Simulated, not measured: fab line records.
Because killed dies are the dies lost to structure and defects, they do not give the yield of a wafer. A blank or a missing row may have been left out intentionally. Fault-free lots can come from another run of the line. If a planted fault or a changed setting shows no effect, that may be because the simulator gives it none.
A single fault, viewed from 3 desks ; flow n5_finfet ; only its own numbers are on each desk; what lay behind them is given at the end

== METROLOGY DESK ==
What the gauges read for every lot (on any tool): the sampled wafers with a number, averaged. A lot is out of limits, marked OUT, if its mean lies more than 4 standard deviations from the usual mean; the brackets give that distance.
Columns: A = cd_nm at N5_BEOL_M13_CD_MEAS_28, usual 209.1 nm; B = M13_OVL at N5_BEOL_M13_OVL_MEAS_29, usual 2 nm
lot;first seen here;A;B
L921;day 13 15:31;208.1;4
L926;day 15 03:59;208.7;8
L925;day 15 09:42;209.0;-4
L929;day 15 22:31;209.8;9
L930;day 16 16:25;208.8;6
L931;day 16 21:51;208.5;9
L933;day 17 01:38;208.6;13
This desk's finding: nothing out of limits on any of the 7 lots.

== THE DEFECT DESK ==
What the inspections along the route counted, lot by lot: means of the sampled wafers that have a number. A lot is out of limits, marked OUT, if its mean lies more than 4 standard deviations from the usual mean; the brackets give that distance.
Columns: A = raw_defect_count at N5_BEOL_M13_INSPECT_30, usual 2.1
lot;first seen here;A
L921;day 13 15:34;2.3
L926;day 15 04:02;1.0
L925;day 15 09:45;0.3
L929;day 15 22:34;3.0
L930;day 16 16:28;1.5
L931;day 16 21:54;1.7
L933;day 17 01:41;2.0
This desk's finding: nothing out of limits on any of the 7 lots.

== THE TOOL OWNER'S DESK: rie_diel-04 ==
The tool's own readings at N5_BEOL_M13_ETCH_68 (etches SOC in N2/H2, time 355 s): means of the sampled wafers that have a number, for each lot that ran on this tool. A lot is out of limits, marked OUT, if its mean lies more than 4 standard deviations from the usual mean; the brackets give that distance.
Columns: A = drypump_motor_current_A at N5_BEOL_M13_ETCH_68, usual 5.6 A; B = oes_product_au at N5_BEOL_M13_ETCH_68, usual 0.80 a.u.; C = rf_vpp_V at N5_BEOL_M13_ETCH_68, usual 524.8 V; D = run_length_s at N5_BEOL_M13_ETCH_68, usual 378.5 s; E = showerhead_plenum_p_Torr at N5_BEOL_M13_ETCH_68, usual 2.57 Torr; F = throttle_valve_pct at N5_BEOL_M13_ETCH_68, usual 17.70 %
lot;first seen here;A;B;C;D;E;F
L925;day 15 09:58;5.3;0.80;525.6;378.6;2.59;17.71
L929;day 15 22:47;5.1;0.79;524.4;302.1 (-99 or more) OUT;2.59;17.75
L930;day 16 17:08;5.3;0.78;527.5;320.7 (-99 or more) OUT;2.66;17.62
L933;day 17 01:55;5.1;0.91;524.4;321.0 (-99 or more) OUT;2.53;17.71
This desk finds L929, L930, L933 out of limits, L929 being first, at day 15 22:47 (run_length_s at N5_BEOL_M13_ETCH_68). Within limits: L925.

== TAKEN TOGETHER ==
An alarm could have come from the tool owner's desk at day 15 22:47, on L929, L930, L933.
Metrology desk: nothing out of limits seen.
Nothing out of limits was seen by the defect desk.
The metrology desk holds a record of L929, L930, L933, inside its limits.
The defect desk has L929, L930, L933 on record, within its limits.
The lots listed all ran N5_BEOL_M13_ETCH_68 on rie_diel-04.

== WHAT THE SIMULATOR HAD INSERTED ==
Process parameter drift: rie_diel-04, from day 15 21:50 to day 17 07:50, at N5_BEOL_M13_ETCH_68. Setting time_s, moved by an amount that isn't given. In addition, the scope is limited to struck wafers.
Lots struck among those shown: L929, L930, L933.
Each desk's first reading out of limits, in hours after the fault started: the tool owner's desk, 1.
